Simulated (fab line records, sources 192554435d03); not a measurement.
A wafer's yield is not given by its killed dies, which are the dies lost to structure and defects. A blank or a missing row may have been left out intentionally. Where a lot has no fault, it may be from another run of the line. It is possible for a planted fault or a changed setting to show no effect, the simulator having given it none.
Matching of chambers -- flow n5Finfet -- 4 sister chambers for N5_BEOL_M10_ETCH_65 on rieDiel-01
The step etches SiARC in CF4, target depth 39 nm, time 65 s. 4 wafers are shown with their chamber, then 9 later ones without.

## WAFERS PAIRED WITH THEIR CHAMBERS
wafer,chamber,drypumpMotorCurrentA (A)
L085.1,1,5.8
L085.5,3,5.6
L091.4,0,5.9
L091.5,2,6.4

## WAFERS WITH NO CHAMBER GIVEN
wafer,drypumpMotorCurrentA (A)
L092.1,6.5
L092.2,5.8
L092.4,5.6
L094.4,5.9
L094.5,5.6
L094.6,5.9
L097.3,5.6
L097.4,6.4
L097.6,5.8

## WHICH CHAMBER EACH ONE RAN IN
wafer,from the rows above,in truth
L092.1,2,2
L092.2,1,1
L092.4,3,3
L094.4,0,0
L094.5,3,3
L094.6,0,0
L097.3,3,3
L097.4,2,2
L097.6,1,1
Placed correctly: 9 of 9. Not placeable from these rows: 0. Number placed wrongly: 0.
How it was worked out, from the rows above alone: a wafer's distance from a chamber is the root of the sum, over the readings, of the square of ((its reading less the chamber's mean) divided by the reading's scatter). If the next closest chamber is less than 2 further off than the closest, the wafer can't be placed; otherwise it belongs to the closest. For every chamber, the mean is computed from those of its wafers that are shown. The scatter: root of mean squared gap, hidden wafer to nearest shown wafer, with one shown wafer a chamber.
